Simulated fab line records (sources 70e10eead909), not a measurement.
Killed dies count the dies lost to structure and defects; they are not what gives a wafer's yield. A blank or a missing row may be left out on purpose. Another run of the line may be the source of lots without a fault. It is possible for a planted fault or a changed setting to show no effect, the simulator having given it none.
A struck lot beside a sound one	flow nandHarc	38 out of 1159 route steps
Sound: the wafers L478.1, L478.5, L478.6. Struck: wafers L490.2, L490.4, L490.6. The cause is given at the end.
Order at every step that has rows: each side's tool, ch and its chambers, its first start. Under that, the readings that differ: sound wafers	struck wafers	difference of the means	sigmas: that difference in standard deviations of wafers without a fault.
alike: words and numbers the same on both sides, and readings whose means are apart by under 2 such deviations; not compared: readings that were withheld, readings missing a value for some wafer, numbers with overlapping values and no deviation given by the record, and bounds like >300 which may hide the same value.
A row with sigmas, a row that says differs or no value, or rows on one side alone: a step with any of these is where the two part. Numbers that don't overlap but have no deviation are shown without sigmas and don't part them. Lack of a reading on every wafer of one side parts them only where that side has two or more wafers.

first, 1 step without rows for these wafers: NHARC_A_WL_FILL_CVD_23 (deposits poly-Si, target thk 40 nm, time 800 s).
NHARC_A_WL_FILL_ETCHBACK_26: etches the open film in HBr, target depth 52 nm, time 13.3 s.
  sound on rieSi-03 ch 0,1, day 16 01:41; struck on rieSi-03 ch 1,2,3, day 18 20:01
  alike: drypumpMotorCurrentA, oesProductAu, throttleValvePct
  not compared: rfHoursCounterH
then, 6 steps without rows for these wafers: NHARC_A_WL_FILL_PRECLEAN_30 (cleans in dHF, time 10 s); NHARC_A_WL_FILL_SRD_14; NHARC_A_WL_FILL_ALD_19 (deposits TiN, target thk 2 nm, pulse time 3 s, ald cycles 100); NHARC_A_WL_FILL_CVD_20 (deposits W, target thk 75 nm, time 5064 s); NHARC_A_WL_FILL_CMP_12 (polishes, t overpolish 30 s, target thk 75 nm); NHARC_A_WL_FILL_SRD_31.
NHARC_A_WL_FILL_INSPECT_15:
  struck on defectInspect-02, day 19 02:07; sound on defectInspect-02, day 16 10:23
  alike: rawDefectCount
NHARC_A_CONTACT_DEP_24: deposits SiO2, target thk 500 nm.
  sound on pecvd-04 ch 0,1,2, day 16 10:31; struck on pecvd-02 ch 0,1, day 19 02:29
  alike: flowSccm, heaterPowerW, throttleValvePct
then, 12 steps without rows for these wafers: NHARC_A_CONTACT_DEP_28 (deposits aC, target thk 3600 nm); NHARC_A_CONTACT_DEP_29 (deposits SiON, target thk 70 nm); NHARC_A_CONTACT_DEHYDRATE_32 (time 120 s); NHARC_A_CONTACT_HMDS_33 (time 30 s); NHARC_A_CONTACT_COAT_34 (time 75 s); NHARC_A_CONTACT_COAT_35 (time 65 s); NHARC_A_CONTACT_COAT_36 (resist thk 90 nm); NHARC_A_CONTACT_SOFTBAKE_37 (time 55 s); NHARC_A_CONTACT_EBR_38; NHARC_A_CONTACT_EXPOSE_39 (exposes mask A CC 3); NHARC_A_CONTACT_PEB_40 (peb time 65 s); NHARC_A_CONTACT_DEVELOP_41 (develop time 35 s).
NHARC_A_CONTACT_CD_MEAS_42: target cd 200 nm.
  sound on cdSem-01 ch 0, day 16 14:08; struck on cdSem-03 ch 0, day 19 06:40
  alike: cdNm
NHARC_A_CONTACT_OVL_MEAS_43:
  struck on overlay-01, day 19 06:44; sound on overlay-01, day 16 14:13
  alike: overlayXNm, overlayYNm
NHARC_A_CONTACT_DESCUM_47: chemistry O2, time 3 s.
  sound on rieDiel-02 ch 2,3, day 16 14:19; struck on rieDiel-08 ch 1,2,3, day 19 06:50
  alike: drypumpMotorCurrentA, o2FlowSccm, oesProductAu, rfVppV, showerheadPlenumPTorr, throttleValvePct
  not compared: rfHoursCounterH
then, 1 step without rows for these wafers: NHARC_A_CONTACT_ETCH_48 (etches the open film in CF4, target depth 39 nm, time 65 s).
NHARC_A_CONTACT_ETCH_49: etches the open film in N2/H2, target depth 260 nm, time 475.3 s.
  sound: rieDiel-02 ch 0,2,3; struck: rieDiel-08 ch 1,3
  alike: drypumpMotorCurrentA, oesProductAu, rfVppV, showerheadPlenumPTorr, throttleValvePct
  not compared: rfHoursCounterH
NHARC_A_CONTACT_ETCH_50: etches the open film in CF4/CHF3, target depth 84.7 nm, time 42.4 s.
  sound: rieDiel-02 ch 1,2; struck: rieDiel-08 ch 0,1
  alike: drypumpMotorCurrentA, oesProductAu, rfVppV, showerheadPlenumPTorr, throttleValvePct
  not compared: rfHoursCounterH
then, 2 steps without rows for these wafers: NHARC_A_CONTACT_ETCH_51 (etches the open film in O2/COS, target depth 3600 nm, time 936 s); NHARC_A_CONTACT_ETCH_111 (etches the open film in C4F8/O2/Ar, time 140 s, target depth 700 nm).
NHARC_A_CONTACT_ETCH_112: etches the open film in C4F8/O2/Ar, time 94 s, target depth 922 nm.
  sound on harCapEtch-01 ch 0,1, day 16 15:46; struck on harCapEtch-03 ch 0, day 19 08:49
  not compared: rfHoursCounterH
then, 6 steps without rows for these wafers: NHARC_A_CONTACT_ETCH_113 (etches the open film in C4F8/O2/Ar, time 94 s, target depth 922 nm); NHARC_A_CONTACT_ETCH_114 (etches the open film in C4F8/O2/Ar, time 94 s, target depth 922 nm); NHARC_A_CONTACT_ETCH_115 (etches the open film in C4F8/O2/Ar, time 94 s, target depth 922 nm); NHARC_A_CONTACT_ETCH_116 (etches the open film in C4F8/O2/Ar, time 94 s, target depth 922 nm); NHARC_A_CONTACT_ETCH_117 (etches the open film in C4F8/O2/Ar, time 94 s, target depth 922 nm); NHARC_A_CONTACT_ETCH_118 (etches the open film in C4F8/O2/Ar, time 94 s, target depth 922 nm).
-- jump in the record: it breaks off in module A_CONTACT and resumes in module END (first step shown: number 1159 of the route), and 3 days separate the struck wafers' starts before and after --
NHARC_END_SORT_01:
  at this point the record logs the struck wafers (prober-02 ch 0, day 22 09:12) and has no rows for the sound ones

## WHERE THEY PART
Only at NHARC_END_SORT_01, as far as this record shows.

WHY: what the simulator had put in
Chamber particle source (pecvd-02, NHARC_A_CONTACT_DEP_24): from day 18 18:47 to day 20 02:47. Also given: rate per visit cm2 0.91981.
